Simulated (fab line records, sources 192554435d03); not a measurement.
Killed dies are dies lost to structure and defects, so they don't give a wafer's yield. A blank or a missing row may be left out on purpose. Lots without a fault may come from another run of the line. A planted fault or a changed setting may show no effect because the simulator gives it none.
fab line records | flow n5_finfet
record lots=7 wafers=21
route steps=1938 shown BEOL_M10@1500 BEOL_M11@1578 BEOL_M12@1649 BEOL_M14@1716 BEOL_M15@1808
start_h: hours from the record's first day to the start of the lot's first wafer shown | wait_h: hours since the lot's step before | " the same as in the row above | L1.1+2: a row that stands for several wafers | - no value, or no start given | * or withheld: withheld | < > ~ a bound
route shown NAME@n: a module of which the file shows steps, and the number in the route of the first | usual: mean/standard deviation of fault-free wafers | same: alike in all rows | chamber/n: place in a boat | sites: the reading at each site | _std_site: their standard deviation | _edge_site: outer sites' mean less inner sites' | radius_mm: how far each site lies from the wafer's centre | mask NAME#n: copy n | behind: the tool/chamber that last shaped the wafer | hold: why the lot was held/for how many hours/how that ended | device: the transistor (n, p or np) that didn't switch | end of line: the same wafers' tests at the end of the route | a step without rows: its recipe alone | killed: dies lost to structure and defects at the first sort, not the wafer's yield | map: a wafer's dies, x killed, . not, _ none there
set.NAME: the setting as run; set.NAME@STEP: as run at that earlier step | model.NAME: the simulator's own value behind a step, which no gauge read
lots whose settings were changed on purpose; a table a step, a row a wafer
## steps
# step N5_BEOL_M10_PEB_26
# recipe peb_temp_c=withheld peb_time_s=60 resist=CAR-ArF
# columns lot.wafer tool chamber start_h wait_h set.peb_time_s
L079.1 litho_track-05 0 238.48 0.1 47.87
L079.2+6 " 0 " " 60
L081.3+5+6 litho_track-03 0 259.72 0.0 66.89
L082.1+2 litho_track-03 0 265.99 0.1 71.47
L082.3 " 0 " " 60
L086.3+5+6 litho_track-05 0 286.49 0.0 60
L088.1 litho_track-03 0 294.40 0.1 60
L088.2+4 " 0 " " 49.9
L093.3+4+5 litho_track-02 0 335.22 0.0 60
L095.1+2+4 litho_track-05 0 358.12 0.1 60
# step N5_BEOL_M10_DEVELOP_27
# recipe develop_time_s=30 developer=TMAH resist=CAR-ArF rinse_liquid=diw dry=air_spin dev_temp_c=23
# step N5_BEOL_M10_CD_MEAS_28
# recipe target_cd_nm=70 landing_energy_ev=500 detector=se_inlens polarity=opening
# usual cd_nm=69.9/0.8
# columns lot.wafer tool chamber start_h wait_h set.peb_time_s@BEOL_M10_PEB_26 cd_nm
L079.1 cd_sem-03 0 238.55 - 47.87 58.2
L079.2 " 0 " " 60 69.4
L079.6 " 0 " " 60 69.4
L081.3 cd_sem-01 0 259.79 - 66.89 74.0
L081.5 " 0 " " 66.89 74.6
L081.6 " 0 " " 66.89 74.5
L082.1 cd_sem-01 0 266.05 - 71.47 77.2
L082.2 " 0 " " 71.47 76.4
L082.3 " 0 " " 60 69.1
L086.3 cd_sem-01 0 286.55 - 60 70.5
L086.5 " 0 " " 60 69.7
L086.6 " 0 " " 60 70.4
L088.1 cd_sem-02 0 294.46 - 60 70.5
L088.2 " 0 " " 49.9 61.3
L088.4 " 0 " " 49.9 61.2
L093.3 cd_sem-03 0 335.29 - 60 70.8
L093.4 " 0 " " 60 70.7
L093.5 " 0 " " 60 70.2
L095.1 cd_sem-03 0 358.18 - 60 69.1
L095.2 " 0 " " 60 69.8
L095.4 " 0 " " 60 69.8
# step N5_BEOL_M10_DESCUM_33
# recipe chemistry=O2 time_s=7.9 source_power_w=50 bias_power_w=20 pressure_mtorr=20 rf_frequency_hz=2.712e+07 temp_c=40 resist=CAR-ArF o2_flow_sccm=225
# step N5_BEOL_M10_ETCH_65
# recipe chemistry=CF4 target=SiARC target_depth_a=390 mask_material=CAR-ArF time_s=65 ion_energy_ev=80 pressure_mtorr=40 source_w=545 bias_w=36 Ar_flow_sccm=100 cf4_flow_sccm=100 ends=cleared
# columns lot.wafer tool chamber start_h wait_h set.spin_rpm@BEOL_M10_COAT_64 model.etch.depth_nm model.CAR-ArF_of_BEOL_M10_COAT_22.thk_nm
L079.1 rie_diel-01 0 238.88 0.0 1371 31.54 54.2
L079.2 " 2 " " 1500 30.21 55.2
L079.6 " 0 " " 1500 30.24 55.4
L081.3 rie_diel-06 2 260.13 0.0 1500 30.04 55.4
L081.5 " 2 " " 1436 30.67 55.2
L081.6 " 0 " " 1500 29.94 55.4
L082.1 rie_diel-01 3 266.18 0.0 1500 30.06 55.8
L082.2 " 0 " " 1500 30.1 55.6
L082.3 " 2 " " 1500 30.02 55.8
L086.3 rie_diel-06 2 286.90 0.0 1500 30.09 55.6
L086.5 " 3 " " 1500 30.1 55.6
L086.6 " 0 " " 1500 30.05 55.6
L088.1 rie_diel-06 3 294.88 0.0 1364 31.44 54
L088.2 " 0 " " 1364 31.46 53.8
L088.4 " 0 " " 1500 29.91 55.4
L093.3 rie_diel-01 1 335.41 0.0 1500 30.01 55.6
L093.4 " 3 " " 1663 28.62 57.2
L093.5 " 1 " " 1500 30.12 56
L095.1 rie_diel-04 3 358.72 0.0 1500 30.03 55.4
L095.2 " 0 " " 1644 28.66 56.6
L095.4 " 1 " " 1500 30.1 55.6
# step N5_BEOL_M11_TRENCH_ETCH_37
# recipe chemistry=C4F6/O2 target_depth_a=1488.3 target=SiCOH_lowk time_s=48 ion_energy_ev=250 pressure_mtorr=30 source_w=345 bias_w=185 Ar_flow_sccm=300 C4F6_flow_sccm=10 O2_flow_sccm=10
# columns lot.wafer tool chamber start_h wait_h set.time_s model.BEOL_M11.feature_depth_nm model.etch.depth_nm model.TiN_of_BEOL_M11_HM_DEP_02.thk_nm
L079.1 rie_diel-05 2 - - 48 147.4 147.5 16.2
L079.2 " 3 " " 48 150 150 16.2
L079.6 " 1 " " 37.4 112.2 112.2 17.2
L081.3 rie_diel-05 3 - - 55.35 172.4 172.4 15.8
L081.5 " 3 " " 55.35 172 171.9 15.8
L081.6 " 0 " " 48 152.2 152.2 16.2
L082.1 rie_diel-03 1 - - 48 149.2 149.2 15.6
L082.2 " 2 " " 48 150.4 150.5 15.6
L082.3 " 3 " " 48 146.2 146.3 15.8
L086.3 rie_diel-03 2 - - 48 148.8 148.7 15.6
L086.5 " 1 " " 48 148.4 148.4 15.6
L086.6 " 0 " " 48 149 149.1 15.4
L088.1 rie_diel-05 3 - - 48 149.2 149.2 15.8
L088.2 " 2 " " 48 149.2 149.2 15.6
L088.4 " 1 " " 48 143.6 143.5 16
L093.3 rie_diel-02 1 - - 48 150.4 150.3 16.2
L093.4 " 2 " " 55.47 171.8 171.7 15.8
L093.5 " 3 " " 48 146.4 146.3 16.2
L095.1 rie_diel-05 0 - - 48 148.8 148.9 15.6
L095.2 " 2 " " 40.61 128 128.1 16.4
L095.4 " 0 " " 48 150.6 150.5 16
# step N5_BEOL_M11_ETCH_41
# recipe chemistry=CH3F/O2 target=SiCN target_depth_a=426 taper_deg=2 time_s=86 ion_energy_ev=120 mask_material=TiN pressure_mtorr=30 source_w=395 bias_w=75 Ar_flow_sccm=150 CH3F_flow_sccm=30 O2_flow_sccm=20
# step N5_BEOL_M11_STRIP_77
# recipe chemistry=N2/H2 time_s=10 power_w=450 temp_c=40 pressure_mtorr=20 rf_frequency_hz=6e+07 bias_power_w=7 n2_flow_sccm=200 h2_flow_sccm=200
# step N5_BEOL_M11_OCD_MEAS_38
# usual trench_depth_nm=149.3/2.1
# columns lot.wafer tool chamber start_h wait_h set.time_s@BEOL_M11_TRENCH_ETCH_37 trench_depth_nm
L079.1 ocd-02 - 247.57 - 48 147.4
L079.2 " - " " 48 150.0
L079.6 " - " " 37.4 112.1
L081.3 ocd-01 - 271.36 - 55.35 172.2
L081.5 " - " " 55.35 172.2
L081.6 " - " " 48 152.3
L082.1 ocd-01 - 273.54 - 48 148.8
L082.2 " - " " 48 150.9
L082.3 " - " " 48 146.2
L086.3 ocd-02 - 294.75 - 48 149.0
L086.5 " - " " 48 148.4
L086.6 " - " " 48 149.0
L088.1 ocd-01 - 302.77 - 48 149.2
L088.2 " - " " 48 149.6
L088.4 " - " " 48 143.7
L093.3 ocd-02 - 343.91 - 48 150.5
L093.4 " - " " 55.47 172.0
L093.5 " - " " 48 146.7
L095.1 ocd-02 - 368.53 - 48 148.5
L095.2 " - " " 40.61 128.1
L095.4 " - " " 48 150.3
# step N5_BEOL_M11_CURE_72
# recipe temp_c=370 time_s=120 ambient=DMADMS/He material=SiCOH_lowk
# usual lamp_power_pct=52.32/0.055
# columns lot.wafer tool chamber start_h wait_h set.time_s lamp_power_pct
L079.1 uv_cure-02 2 247.77 0.0 99.47 52.35
L079.2 " 2 " " 120 52.31
L079.6 " 2 " " 99.47 52.29
L081.3 uv_cure-03 0 271.65 0.1 120 52.28
L081.5 " 0 " " 120 52.33
L081.6 " 0 " " 120 52.39
L082.1 uv_cure-03 1 273.74 0.0 128.9 51.88
L082.2 " 1 " " 120 52.27
L082.3 " 1 " " 120 52.37
L086.3 uv_cure-01 0 295.04 0.1 120 52.31
L086.5 " 0 " " 120 52.27
L086.6 " 0 " " 120 52.22
L088.1 uv_cure-01 2 303.08 0.2 120 52.36
L088.2 " 2 " " 134.5 51.68
L088.4 " 2 " " 120 52.30
L093.3 uv_cure-03 1 344.25 0.1 131 51.80
L093.4 " 1 " " 131 51.81
L093.5 " 1 " " 120 52.33
L095.1 uv_cure-03 0 368.73 0.0 102.7 52.37
L095.2 " 0 " " 120 52.24
L095.4 " 0 " " 120 52.20
# step N5_BEOL_M12_SPUTTER_44
# recipe material=Ta target_thk_a=100 temp_c=50 bias_v=80 power_w=15000 chamber_pressure_pa=0.07 time_s=16.13
# columns lot.wafer tool chamber start_h wait_h set.power_w model.Ta_of_BEOL_M12_SPUTTER_44.thk_nm
L079.1 pvd_sputter-01 - 257.83 0.0 15000 10
L079.2+6 " - " " 13400 9
L081.3+5+6 pvd_sputter-01 - 279.84 0.0 15000 10.2
L082.1 pvd_sputter-03 - 280.43 0.0 15000 10.2
L082.2+3 " - " " 17300 11.6
L086.3+6 pvd_sputter-02 - 303.09 0.0 15000 10
L086.5 " - " " 15000 10.2
L088.1+4 pvd_sputter-02 - 311.07 0.0 16520 11.2
L088.2 " - " " 15000 10.2
L093.3 pvd_sputter-01 - 353.17 0.0 17140 11.8
L093.4 " - " " 17140 11.6
L093.5 " - " " 15000 10.4
L095.1 pvd_sputter-03 - 378.02 0.0 17270 11.4
L095.2+4 " - " " 15000 9.8
# step N5_BEOL_M14_ILD_DEP_00
# recipe material=SiO2 target_thk_a=11193 temp_c=400 precursor=TEOS/O2 pressure_torr=6.5 rf_w=900 teos_flow_sccm=161.4 gas=O2 flow_sccm=2650 time_s=237.4
# columns lot.wafer tool chamber start_h wait_h set.time_s model.SiO2_of_BEOL_M14_ILD_DEP_00.thk_nm
L079.1 pecvd-01 1 268.99 0.0 237.4 1095
L079.2 " 0 " " 237.4 1070
L079.6 " 1 " " 237.4 1110
L081.3 pecvd-02 2 285.39 0.0 211.6 989.4
L081.5 " 0 " " 237.4 1135
L081.6 " 2 " " 211.6 1003
L082.1 pecvd-02 0 287.68 0.0 205.7 970.6
L082.2 " 2 " " 237.4 1113
L082.3 " 1 " " 237.4 1112
L086.3 pecvd-04 2 309.52 0.0 237.4 1120
L086.5 " 0 " " 237.4 1130
L086.6 " 1 " " 237.4 1134
L088.1 pecvd-01 0 317.52 0.0 204.3 956.6
L088.2 " 1 " " 204.3 972.6
L088.4 " 1 " " 237.4 1138
L093.3 pecvd-02 2 360.46 0.0 237.4 1091
L093.4 " 2 " " 237.4 1119
L093.5 " 1 " " 262.7 1241
L095.1 pecvd-02 0 385.19 0.0 260.7 1215
L095.2 " 2 " " 237.4 1100
L095.4 " 2 " " 237.4 1099
# step N5_BEOL_M14_THK_MEAS_01
# recipe reads=SiO2_of_BEOL_M14_ILD_DEP_00
# usual M14_ILD_THK=1119/15
# columns lot.wafer tool chamber start_h wait_h set.time_s@BEOL_M14_ILD_DEP_00 M14_ILD_THK[nm]
L079.1 film_metro-01 - 269.18 0.1 237.4 1094
L079.2 " - " " 237.4 1070
L079.6 " - " " 237.4 1110
L081.3 film_metro-02 - 285.58 0.1 211.6 990
L081.5 " - " " 237.4 1135
L081.6 " - " " 211.6 1003
L082.1 film_metro-02 - 287.86 0.1 205.7 970
L082.2 " - " " 237.4 1113
L082.3 " - " " 237.4 1112
L086.3 film_metro-01 - 309.71 0.1 237.4 1121
L086.5 " - " " 237.4 1130
L086.6 " - " " 237.4 1134
L088.1 film_metro-01 - 317.71 0.1 204.3 956
L088.2 " - " " 204.3 973
L088.4 " - " " 237.4 1136
L093.3 film_metro-02 - 360.65 0.1 237.4 1090
L093.4 " - " " 237.4 1119
L093.5 " - " " 262.7 1241
L095.1 film_metro-01 - 385.38 0.1 260.7 1216
L095.2 " - " " 237.4 1100
L095.4 " - " " 237.4 1100
# step N5_BEOL_M14_EXPOSE_07
# recipe mask_id=V13 na=0.8 source_shape=annular sigma_inner=0.5 sigma_outer=0.8 polarization=unpolarized attpsm_phase_deg=180 dose_mj=57
# columns lot.wafer tool chamber start_h wait_h mask set.dose_mj
L079.1+2+6 krf_scanner-02 0 269.31 - V13#0 57
L081.3+5+6 krf_scanner-02 0 285.72 - V13#0 53.15
L082.1+3 krf_scanner-02 0 288.00 - V13#0 57
L082.2 " 0 " " V13#0 58.83
L086.3+5+6 krf_scanner-02 0 309.98 - V13#0 57
L088.1+2+4 krf_scanner-02 0 317.97 - V13#0 57
L093.3 krf_scanner-02 0 360.79 - V13#0 54.85
L093.4+5 " 0 " " V13#0 57
L095.1+2 krf_scanner-02 0 385.51 - V13#0 57
L095.4 " 0 " " V13#0 55.09
# step N5_BEOL_M14_PEB_08
# recipe peb_temp_c=130 peb_time_s=90
# step N5_BEOL_M14_DEVELOP_09
# recipe develop_time_s=45 rinse_liquid=diw dry=air_spin dev_temp_c=21
# step N5_BEOL_M14_HARDBAKE_14
# recipe temp_c=130 time_s=120
# step N5_BEOL_M14_CD_MEAS_10
# recipe target_cd_nm=250 landing_energy_ev=500 detector=se_inlens polarity=opening
# usual cd_nm=250.3/1.2
# columns lot.wafer tool chamber start_h wait_h set.dose_mj@BEOL_M14_EXPOSE_07 cd_nm
L079.1 cd_sem-01 0 269.49 - 57 251.2
L079.2 " 0 " " 57 251.1
L079.6 " 0 " " 57 250.4
L081.3 cd_sem-02 0 285.89 - 53.15 238.0
L081.5 " 0 " " 53.15 238.5
L081.6 " 0 " " 53.15 238.0
L082.1 cd_sem-01 0 288.17 - 57 250.1
L082.2 " 0 " " 58.83 256.8
L082.3 " 0 " " 57 250.3
L086.3 cd_sem-02 0 310.14 - 57 250.2
L086.5 " 0 " " 57 249.6
L086.6 " 0 " " 57 251.8
L088.1 cd_sem-01 0 318.14 - 57 250.3
L088.2 " 0 " " 57 250.5
L088.4 " 0 " " 57 249.3
L093.3 cd_sem-03 0 360.95 - 54.85 243.3
L093.4 " 0 " " 57 250.1
L093.5 " 0 " " 57 251.4
L095.1 cd_sem-01 0 385.69 - 57 249.4
L095.2 " 0 " " 57 249.1
L095.4 " 0 " " 55.09 244.0
# step N5_BEOL_M14_DESCUM_15
# recipe chemistry=O2 time_s=7.9 source_power_w=50 bias_power_w=20 pressure_mtorr=20 rf_frequency_hz=2.712e+07 temp_c=40 o2_flow_sccm=225
# step N5_BEOL_M14_ETCH_59
# recipe chemistry=N2/H2 target=BARC target_depth_a=890 overetch_a=267 time_s=67.9 ion_energy_ev=200 pressure_mtorr=30 source_w=840 bias_w=150 n2_flow_sccm=200 h2_flow_sccm=200
# step N5_BEOL_M14_VIA_ETCH_16
# recipe chemistry=C4F8/O2/Ar target=SiO2 he_inner_torr=15 he_outer_torr=30 target_depth_a=12313 time_s=withheld ion_energy_ev=800 pressure_mtorr=20 source_w=1905 bias_w=2040 Ar_flow_sccm=400 C4F8_flow_sccm=16 O2_flow_sccm=12 ends=cleared
# columns lot.wafer tool chamber start_h wait_h set.time_s@BEOL_M14_ILD_DEP_00 model.etch.depth_nm model.coat_of_BEOL_M14_COAT_04.thk_nm
L079.1 rie_diel-06 2 269.66 0.0 * 1095 466
L079.2 " 0 " " * 1070 469.8
L079.6 " 2 " " * 1110 460.2
L081.3 rie_diel-01 2 286.06 0.0 * 989.5 487.8
L081.5 " 1 " " * 1135 453
L081.6 " 0 " " * 1003 482.8
L082.1 rie_diel-01 0 288.36 0.0 * 970.6 488.2
L082.2 " 3 " " * 1113 455.4
L082.3 " 1 " " * 1112 457.4
L086.3 rie_diel-04 0 310.32 0.0 * 1120 448.2
L086.5 " 0 " " * 1130 446.2
L086.6 " 1 " " * 1134 450
L088.1 rie_diel-04 0 318.32 0.0 * 956.7 492.6
L088.2 " 2 " " * 972.6 489.6
L088.4 " 1 " " * 1138 449.2
L093.3 rie_diel-06 0 361.13 0.0 * 1091 460.2
L093.4 " 3 " " * 1119 451.2
L093.5 " 2 " " * 1241 429
L095.1 rie_diel-01 1 386.42 0.0 * 1215 435
L095.2 " 0 " " * 1100 459
L095.4 " 3 " " * 1099 461.4
# step N5_BEOL_M14_STRIP_63
# recipe chemistry=O2 power_w=600 temp_c=60 pressure_mtorr=30 rf_frequency_hz=6e+07 bias_power_w=0 overash_fraction=0.3 o2_flow_sccm=225
# step N5_BEOL_M14_STRIP_64
# recipe chemistry=O2 power_w=600 temp_c=60 pressure_mtorr=30 rf_frequency_hz=6e+07 bias_power_w=0 overash_fraction=0.3 o2_flow_sccm=225
# step N5_BEOL_M14_STRIP_71
# recipe chemistry=post_etch_residue_remover time_s=60 temp_c=25 remover_ph=withheld remover_water_wt_pct=withheld remover_fluoride_wt_pct=withheld
# step N5_BEOL_M14_SRD_72
# recipe time_s=30 temp_c=23 rinse_liquid=diw dry=n2_spin spin_rpm=1500 dry_time_s=30
# step N5_BEOL_M14_CD_MEAS_17
# recipe target_cd_nm=250 polarity=opening
# usual cd_nm=251.1/1.4
# columns lot.wafer tool chamber start_h wait_h set.dose_mj@BEOL_M14_EXPOSE_07 cd_nm
L079.1 cd_sem-01 - 270.01 0.0 57 252.8
L079.2 " - " " 57 252.1
L079.6 " - " " 57 251.6
L081.3 cd_sem-03 - 286.41 0.0 53.15 238.1
L081.5 " - " " 53.15 238.5
L081.6 " - " " 53.15 238.2
L082.1 cd_sem-02 - 288.71 0.0 57 248.0
L082.2 " - " " 58.83 256.7
L082.3 " - " " 57 248.4
L086.3 cd_sem-01 - 310.70 0.0 57 250.8
L086.5 " - " " 57 250.3
L086.6 " - " " 57 252.3
L088.1 cd_sem-01 - 318.67 0.0 57 249.1
L088.2 " - " " 57 249.1
L088.4 " - " " 57 251.6
L093.3 cd_sem-01 - 361.48 0.0 54.85 244.6
L093.4 " - " " 57 251.3
L093.5 " - " " 57 254.9
L095.1 cd_sem-01 - 386.77 0.0 57 251.9
L095.2 " - " " 57 250.3
L095.4 " - " " 55.09 246.6
# step N5_BEOL_M15_ETCH_61
# recipe chemistry=N2/H2 target=BARC target_depth_a=890 overetch_a=267 time_s=67.9 ion_energy_ev=200 pressure_mtorr=30 source_w=840 bias_w=150 n2_flow_sccm=200 h2_flow_sccm=200
# columns lot.wafer tool chamber start_h wait_h set.time_s model.coat_of_BEOL_M15_COAT_22.thk_nm
L079.1 rie_diel-05 3 277.94 0.0 67.9 720.2
L079.2 " 0 " " 59.29 725.6
L079.6 " 0 " " 67.9 718.4
L081.3 rie_diel-03 1 291.46 0.0 67.9 720.4
L081.5 " 0 " " 73.79 713.6
L081.6 " 1 " " 67.9 721
L082.1 rie_diel-05 0 294.90 0.0 73.07 714.8
L082.2 " 3 " " 67.9 722
L082.3 " 1 " " 73.07 717.4
L086.3 rie_diel-03 3 317.58 0.0 67.9 721
L086.5 " 2 " " 67.9 717.2
L086.6 " 1 " " 67.9 718.4
L088.1 rie_diel-05 0 326.48 0.0 75.46 708
L088.2 " 2 " " 67.9 717.4
L088.4 " 3 " " 75.46 711
L093.3 rie_diel-02 2 374.52 0.0 76.71 717.4
L093.4 " 1 " " 67.9 723.4
L093.5 " 0 " " 76.71 716
L095.1+4 rie_diel-03 3,2 394.04 0.0 67.9 718.4
L095.2 " 0 " " 67.9 716
## key
split step=N5_BEOL_M10_PEB_26 setting=peb_time_s stated=60 by=wafer
response step=N5_BEOL_M10_CD_MEAS_28 reading=cd_nm change=+0.499 per=1% r=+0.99
split step=N5_BEOL_M11_TRENCH_ETCH_37 setting=time_s stated=48 by=wafer
response step=N5_BEOL_M11_TRENCH_ETCH_37 reading=model.BEOL_M11.feature_depth_nm change=+1.51 per=1% r=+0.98
response step=N5_BEOL_M11_TRENCH_ETCH_37 reading=model.etch.depth_nm change=+1.51 per=1% r=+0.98
response step=N5_BEOL_M11_TRENCH_ETCH_37 reading=model.TiN_of_BEOL_M11_HM_DEP_02.thk_nm change=-0.0364 per=1% r=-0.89
response step=N5_BEOL_M11_OCD_MEAS_38 reading=trench_depth_nm change=+1.5 per=1% r=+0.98
split step=N5_BEOL_M11_CURE_72 setting=time_s stated=120 by=wafer
response step=N5_BEOL_M11_CURE_72 reading=lamp_power_pct shape=bent at_lowest=* at_stated=* at_highest=*
split step=N5_BEOL_M12_SPUTTER_44 setting=power_w stated=15000 by=wafer
response step=N5_BEOL_M12_SPUTTER_44 reading=model.Ta_of_BEOL_M12_SPUTTER_44.thk_nm change=+0.0962 per=1% r=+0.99
split step=N5_BEOL_M14_ILD_DEP_00 setting=time_s stated=237.4 by=wafer
response step=N5_BEOL_M14_ILD_DEP_00 reading=model.SiO2_of_BEOL_M14_ILD_DEP_00.thk_nm change=+12 per=1% r=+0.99
response step=N5_BEOL_M14_THK_MEAS_01 reading=M14_ILD_THK change=+12 per=1% r=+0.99
response step=N5_BEOL_M14_VIA_ETCH_16 reading=model.etch.depth_nm change=+12 per=1% r=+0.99
response step=N5_BEOL_M14_VIA_ETCH_16 reading=model.coat_of_BEOL_M14_COAT_04.thk_nm change=-2.7 per=1% r=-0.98
split step=N5_BEOL_M14_EXPOSE_07 setting=dose_mj stated=57 by=wafer
response step=N5_BEOL_M14_CD_MEAS_10 reading=cd_nm change=+1.88 per=1% r=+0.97
response step=N5_BEOL_M14_CD_MEAS_17 reading=cd_nm change=+2.08 per=1% r=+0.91
split step=N5_BEOL_M15_ETCH_61 setting=time_s stated=67.9 by=wafer
response step=N5_BEOL_M15_ETCH_61 reading=model.coat_of_BEOL_M15_COAT_22.thk_nm change=-0.616 per=1% r=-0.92
split outside_this_file step=N5_BEOL_M10_COAT_64 setting=spin_rpm
# split outside_this_file: this setting was split too, and the file shows its column; the key of that split is in another file
